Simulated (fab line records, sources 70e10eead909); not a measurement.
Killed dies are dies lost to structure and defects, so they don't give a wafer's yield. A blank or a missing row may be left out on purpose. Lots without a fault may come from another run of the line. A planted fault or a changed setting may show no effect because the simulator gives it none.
Chamber matching | flow nand_harc | NHARC_P_M0_ETCH_34 on rie_diel-10: 4 sister chambers
The step etches the open film in N2/H2, target depth 40 nm, overetch 12 nm, time 43.94 s. 14 wafers are shown with their chamber, then 7 later ones without.

WAFERS WITH THEIR CHAMBER
wafer  | chamber | drypump_motor_current_A (A) | rf_vpp_V (V) | oes_product_au (a.u.)
L082.2 | 2       | 6.4                         | 429.1        | 0.991
L082.4 | 2       | 6.4                         | 428.7        | 0.995
L082.6 | 3       | 6.6                         | 427.3        | 0.996
L081.2 | 0       | 6.1                         | 431.5        | 0.998
L081.3 | 2       | 6.4                         | 429.7        | 1.007
L081.4 | 2       | 6.4                         | 430.3        | 1.001
L084.1 | 3       | 6.5                         | 429.0        | 0.991
L084.3 | 2       | 6.4                         | 428.8        | 0.996
L084.5 | 0       | 6.1                         | 433.7        | 0.995
L085.4 | 3       | 6.6                         | 430.3        | 1.001
L085.5 | 0       | 6.1                         | 433.7        | 1.004
L085.6 | 3       | 6.5                         | 429.4        | 1.002
L091.1 | 3       | 6.6                         | 428.7        | 1.020
L091.3 | 1       | 5.3                         | 430.2        | 1.011

SIGNATURES (means of the wafers above)
reading                 | chamber 0 | chamber 1 | chamber 2 | chamber 3 | scatter within a chamber
drypump_motor_current_A | 6.100     | 5.300     | 6.400     | 6.560     | 0.0346
rf_vpp_V                | 432.967   | 430.200   | 429.320   | 428.940   | 0.992
oes_product_au          | 0.99900   | 1.01100   | 0.99800   | 1.00200   | 0.00822
Rule: a wafer's distance from a chamber is the root of the sum, over the readings, of the square of ((its reading less the chamber's mean) divided by the reading's scatter). The wafer belongs to the nearest chamber; if the next one is less than 2 further off, it can't be placed. The scatter: the root of (the sum of the squares of (reading less its chamber's mean) over the shown wafers, divided by (wafers less chambers)).

WAFERS WITHOUT THEIR CHAMBER
wafer  | drypump_motor_current_A (A) | rf_vpp_V (V) | oes_product_au (a.u.)
L091.4 | 6.4                         | 429.4        | 0.990
L094.1 | 5.3                         | 430.3        | 1.012
L094.5 | 6.1                         | 433.5        | 1.012
L094.6 | 5.3                         | 431.0        | 0.999
L097.3 | 6.6                         | 429.2        | 1.015
L097.4 | 6.4                         | 429.1        | 0.990
L097.6 | 6.4                         | 429.3        | 1.001

WHICH CHAMBER EACH WENT THROUGH
wafer  | from the rows above | in truth
L091.4 | 2                   | 2
L094.1 | 1                   | 1
L094.5 | 0                   | 0
L094.6 | 1                   | 1
L097.3 | 3                   | 3
L097.4 | 2                   | 2
L097.6 | 2                   | 2
Placed correctly: 7 of 7. Can't be placed from these rows: 0. Placed wrongly: 0.
